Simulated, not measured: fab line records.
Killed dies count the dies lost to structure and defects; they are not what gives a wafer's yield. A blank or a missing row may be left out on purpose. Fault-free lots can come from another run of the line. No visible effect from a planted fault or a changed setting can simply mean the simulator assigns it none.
Matching of chambers ; flow n5-finfet ; N5_HKMG_FIN_CVD_62 on thermal-cvd-si-02: 3 sister chambers
The step deposits a-Si from Si2H6, target thk 3 nm, time 20.8 s. 18 wafers are shown with their chamber, then 9 later ones without.

WAFERS WITH THEIR CHAMBER
wafer;chamber;heater-power-w (W);heater-power-outer-w (W)
L077.2;1;1739;1153
L077.3;2;1755;1088
L077.6;0;1258;850
L079.1;2;1722;1112
L079.4;2;1702;1092
L079.5;1;1675;1175
L081.3;2;1721;1093
L081.5;1;1770;1166
L081.6;0;1250;829
L083.2;1;1795;1187
L083.3;2;1732;1107
L083.4;1;1729;1147
L085.4;1;1749;1172
L085.5;2;1742;1096
L085.6;1;1778;1120
L087.4;1;1711;1162
L087.5;2;1756;1126
L087.6;1;1781;1164

SIGNATURES (averages over the wafers above)
reading;chamber 0;chamber 1;chamber 2;scatter within a chamber
heater-power-w;1254.00;1747.44;1732.86;30.7
heater-power-outer-w;839.50;1160.67;1102.00;16.9
Rule: a wafer lies at a distance from a chamber equal to the root of the sum of squares, over the readings, of (its reading less the chamber's mean, divided by the reading's scatter). If the next closest chamber is less than 2 further off than the closest, the wafer can't be placed; otherwise it belongs to the closest. The scatter: take each reading less its chamber's mean, square it, sum over the shown wafers, divide by the number of wafers less the number of chambers, and take the root.

WAFERS WHOSE CHAMBER IS MISSING
wafer;heater-power-w (W);heater-power-outer-w (W)
L089.1;1735;1207
L089.5;1711;1166
L089.6;1732;1127
L093.3;1726;1136
L093.4;1769;1166
L093.6;1748;1134
L096.2;1742;1115
L096.3;1254;860
L096.6;1717;1119

THE CHAMBER EACH PASSED THROUGH
wafer;from the rows above;in truth
L089.1;1;1
L089.5;1;1
L089.6;can't be placed: 2 or 1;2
L093.3;can't be placed: 1 or 2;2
L093.4;1;1
L093.6;can't be placed: 1 or 2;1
L096.2;can't be placed: 2 or 1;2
L096.3;0;0
L096.6;can't be placed: 2 or 1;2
Placed correctly: 4 of 9. Not placeable from these rows: 5 (in 5, the candidates include the true chamber). Placed wrongly: 0.
